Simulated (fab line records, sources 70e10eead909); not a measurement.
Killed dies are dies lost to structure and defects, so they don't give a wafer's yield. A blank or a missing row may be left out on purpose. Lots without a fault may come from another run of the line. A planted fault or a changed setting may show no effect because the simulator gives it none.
fab line records | flow nand_harc | part 2 of 2: steps 23 to 27 of 27
record lots=5 wafers=15 last_day=31
route steps=1302 shown A_WL_FILL@976 A_CONTACT@983
lots that met no fault: from a run of the same line without faults
start_h: hours from the record's first day to the start of the lot's first wafer shown | wait_h: hours since the lot's step before | " the same as in the row above | L1.1+2: a row that stands for several wafers | - no value, or no start given | * or withheld: withheld | < > ~ a bound
route shown NAME@n: a module of which the file shows steps, and the number in the route of the first | usual: mean/standard deviation of fault-free wafers | same: alike in all rows | chamber/n: place in a boat | sites: the reading at each site | _std_site: their standard deviation | _edge_site: outer sites' mean less inner sites' | radius_mm: how far each site lies from the wafer's centre | mask NAME#n: copy n | behind: the tool/chamber that last shaped the wafer | hold: why the lot was held/for how many hours/how that ended | device: the transistor (n, p or np) that didn't switch | end of line: the same wafers' tests at the end of the route | a step without rows: its recipe alone | killed: dies lost to structure and defects at the first sort, not the wafer's yield | map: a wafer's dies, x killed, . not, _ none there
set.NAME: the setting as run; set.NAME@STEP: as run at that earlier step | model.NAME: the simulator's own value behind a step, which no gauge read
lots at some steps of the route; a table a step, a row a wafer
services: from which hour (start_h, from the record's first day; less than 0 if before it) a tool's chamber was out of use, for how many hours, and why
## steps
# step NHARC_A_CONTACT_ETCH_49
# recipe target_depth_a=2600 over_etch_frac=0.3 time_s=475.3 ion_energy_ev=200 n2_flow_sccm=150 h2_flow_sccm=150 ar_flow_sccm=0 rf_w=400 bias_w=150 chemistry=N2/H2
# usual drypump_motor_current_A=5.8/0.58 h2_flow_sccm=150.0/0.46 oes_product_au=1.001/0.016 rf_fwd_power_W=399.3/1.2 rf_vpp_V=430.8/2.1 showerhead_plenum_p_Torr=2.05/0.071 throttle_valve_pct=14.171/0.0086
# columns lot.wafer tool chamber start_h wait_h drypump_motor_current_A h2_flow_sccm oes_product_au rf_fwd_power_W rf_hours_counter_h rf_vpp_V showerhead_plenum_p_Torr throttle_valve_pct
L074.2 rie_diel-04 0 - - 5.9 150.2 0.999 397.4 53 432.2 2.08 14.175
L074.4 " 1 " " 5.8 150.3 1.000 399.8 56 430.6 2.10 14.172
L074.5 " 0 " " 5.9 149.8 1.018 398.8 - 431.4 2.08 14.166
L078.4 rie_diel-07 1 - - 4.9 150.5 1.000 399.3 8 429.2 1.98 14.171
L078.2 " 3 " " 5.4 150.0 1.013 396.9 7 431.2 2.04 14.181
L078.6 " 2 " " 6.6 150.3 0.996 400.5 - 432.5 2.13 14.150
L083.4 rie_diel-04 0 - - 5.9 150.3 1.026 400.7 12 430.9 2.07 14.171
L083.1 " 1 " " 5.8 149.3 1.035 399.4 14 430.8 2.09 14.176
L083.5 " 3 " " 5.6 150.7 1.004 398.1 - 434.0 2.11 14.170
L091.3 rie_diel-02 3 - - 6.7 150.6 0.996 401.3 23 428.7 2.01 14.158
L091.2 " 2 " " 6.0 150.2 0.995 402.0 24 435.4 2.13 14.172
L091.6 " 0 " " 6.6 150.4 1.002 399.2 - 433.1 2.17 14.162
L090.4 rie_diel-04 0 - - 5.9 149.2 1.012 399.9 51 431.3 2.06 14.175
L090.1 " 1 " " 5.8 150.3 1.015 397.5 52 431.4 2.08 14.162
L090.5 " 0 " " 5.9 149.5 1.023 399.8 - 429.7 2.06 14.176
# step NHARC_A_CONTACT_ETCH_50
# recipe target_depth_a=1210 time_s=60.5 cf4_flow_sccm=100 chf3_flow_sccm=30 ar_flow_sccm=0 rf_w=500 bias_w=200 chemistry=CF4/CHF3
# usual drypump_motor_current_A=5.8/0.6 oes_product_au=0.951/0.024 rf_fwd_power_W=494.9/1.9 rf_vpp_V=370.8/1.9 showerhead_plenum_p_Torr=1.58/0.049 throttle_valve_pct=16.804/0.0093
# columns lot.wafer tool chamber start_h wait_h drypump_motor_current_A oes_product_au rf_fwd_power_W rf_hours_counter_h rf_vpp_V showerhead_plenum_p_Torr throttle_valve_pct
L074.4 rie_diel-04 2 - - 5.0 0.928 495.5 36 371.0 1.58 16.791
L074.2 " 0 " " 5.9 0.940 494.8 53 372.4 1.60 16.791
L074.5 " 2 " " 5.0 0.922 494.5 - 371.5 1.58 16.801
L078.4 rie_diel-07 2 - - 6.6 0.961 492.2 9 372.3 1.63 16.809
L078.2 " 3 " " 5.4 0.981 495.5 8 370.3 1.57 16.795
L078.6 " 1 " " 4.9 0.962 494.0 - 368.8 1.53 16.793
L083.1 rie_diel-04 0 - - 5.9 0.972 496.4 12 371.9 1.60 16.795
L083.4 " 1 " " 5.8 0.969 494.6 14 372.0 1.61 16.799
L083.5 " 1 " " 5.9 0.976 493.6 - 371.5 1.61 16.800
L091.3 rie_diel-02 0 - - 6.6 0.950 493.4 21 374.7 1.67 16.808
L091.2 " 1 " " 6.6 0.923 499.3 22 366.5 1.47 16.801
L091.6 " 3 " " 6.7 0.928 494.8 - 369.7 1.55 16.813
L090.1 rie_diel-04 2 - - 5.0 0.915 494.1 45 371.6 1.57 16.812
L090.4 " 1 " " 5.8 0.946 494.3 52 371.4 1.60 16.807
L090.5 " 2 " " 5.0 0.914 491.9 - 368.8 1.57 16.797
# step NHARC_A_CONTACT_ETCH_51
# recipe target_depth_a=70000 over_etch_frac=0.3 time_s=1820 ion_energy_ev=150 o2_flow_sccm=400 cos_flow_sccm=20 ar_flow_sccm=0 rf_w=500 bias_w=300 chemistry=O2/COS
# usual cos_flow_sccm=20.00/0.058 drypump_motor_current_A=5.8/0.6 oes_product_au=1.001/0.014 rf_fwd_power_W=499.9/1.4 rf_vpp_V=314.4/1.6 showerhead_plenum_p_Torr=3.13/0.099 throttle_valve_pct=28.330/0.0088
# columns lot.wafer tool chamber start_h wait_h cos_flow_sccm drypump_motor_current_A oes_product_au rf_fwd_power_W rf_hours_counter_h rf_vpp_V showerhead_plenum_p_Torr throttle_valve_pct
L074.2 rie_diel-04 0 - - 20.01 5.9 1.017 499.1 53 315.3 3.18 28.323
L074.4 " 2 " " 19.92 5.0 1.008 498.9 36 314.4 3.13 28.320
L074.5 " 0 " " 20.03 5.9 1.008 498.7 - 315.7 3.18 28.327
L078.4 rie_diel-07 1 - - 20.03 4.9 0.990 499.3 9 314.5 3.04 28.337
L078.2 " 0 " " 20.08 5.7 1.000 500.0 8 312.7 3.03 28.335
L078.6 " 1 " " 19.95 4.9 0.999 499.4 - 314.3 3.04 28.332
L083.1 rie_diel-04 2 - - 19.89 5.0 1.010 501.9 15 314.5 3.12 28.315
L083.4 " 0 " " 19.95 5.9 1.034 499.8 12 314.0 3.17 28.310
L083.5 " 1 " " 19.96 5.8 1.028 498.3 - 314.8 3.19 28.333
L091.2 rie_diel-02 0 - - 19.98 6.6 1.008 500.2 22 315.2 3.30 28.311
L091.3 " 2 " " 20.07 6.0 0.988 498.7 24 316.9 3.25 28.331
L091.6 " 3 " " 20.00 6.7 1.008 499.8 - 313.5 3.07 28.347
L090.1 rie_diel-04 1 - - 19.96 5.9 1.016 501.3 52 315.2 3.17 28.341
L090.4 " 2 " " 20.03 5.0 0.993 501.1 45 314.1 3.11 28.322
L090.5 " 2 " " 20.09 5.0 1.000 498.4 - 313.9 3.11 28.329
# step NHARC_A_CONTACT_ETCH_111
# recipe source_w=withheld pressure_mtorr=20 bias_v=withheld time_s=140 target_depth_a=7000 ar_flow_sccm=withheld c4f8_flow_sccm=withheld o2_flow_sccm=withheld chemistry=C4F8/O2/Ar
# columns lot.wafer tool chamber start_h wait_h rf_hours_counter_h
L074.2 har_cap_etch-03 0 506.76 - 42
L074.4 " 0 " " -
L074.5 " 1 " " -
L078.2 har_cap_etch-03 0 522.99 - 45
L078.4 " 1 " " -
L078.6 " 1 " " -
L083.1 har_cap_etch-01 0 575.44 - 9
L083.4 " 0 " " -
L083.5 " 0 " " -
L091.2 har_cap_etch-01 1 662.97 - 25
L091.3 " 0 " " -
L091.6 " 1 " " -
L090.1 har_cap_etch-02 0 668.18 - 112
L090.4 " 0 " " -
L090.5 " 1 " " -
# step NHARC_A_CONTACT_ETCH_112
# recipe source_w=withheld pressure_mtorr=20 bias_v=3000 time_s=190 target_depth_a=18500 ar_flow_sccm=withheld c4f8_flow_sccm=withheld o2_flow_sccm=withheld chemistry=C4F8/O2/Ar
# columns lot.wafer tool chamber start_h wait_h rf_hours_counter_h
L074.2 har_cap_etch-03 0 506.96 0.2 42
L074.4 " 0 " " -
L074.5 " 1 " " -
L078.2 har_cap_etch-03 0 523.18 0.2 45
L078.4 " 1 " " -
L078.6 " 1 " " -
L083.1 har_cap_etch-01 0 575.70 0.2 10
L083.4 " 0 " " -
L083.5 " 0 " " -
L091.2 har_cap_etch-01 1 663.17 0.2 25
L091.3 " 0 " " -
L091.6 " 1 " " -
L090.1 har_cap_etch-02 0 668.39 0.2 112
L090.4 " 0 " " -
L090.5 " 1 " " -
## services
# columns tool chamber start_h hours kind
cmp-02 - 478.87 1.6 repair
har_cap_etch-01 - 481.11 0.4 repair
cvd_w-01 0 482.15 2.2 repair
arfi_scanner-02 - 484.00 4.0 pm
acl_dep-03 - 484.66 13.0 pm
cmp-04 - 487.63 4.1 repair
arfi_scanner-02 - 489.46 1.2 repair
pecvd-01 - 492.25 13.0 pm
har_cap_etch-01 - 497.42 17.0 pm
litho_track-01 - 505.01 7.0 pm
pecvd-01 - 516.97 3.1 repair
litho_track-06 - 529.01 7.0 pm
rie_diel-04 - 532.03 9.0 pm
cvd_w-01 - 547.35 13.0 pm
litho_track-04 - 553.00 7.0 pm
pecvd-04 2 554.84 16.2 repair
rie_diel-02 - 573.48 9.0 pm
cvd_w-01 1 598.34 3.2 repair
cvd_w-01 0 617.45 10.2 repair
pecvd-04 - 631.16 13.0 pm
rie_diel-07 - 648.20 9.0 pm
pecvd-04 - 649.80 0.6 repair
pecvd-01 2 659.78 8.1 repair
cvd_w-01 1 667.26 11.1 repair
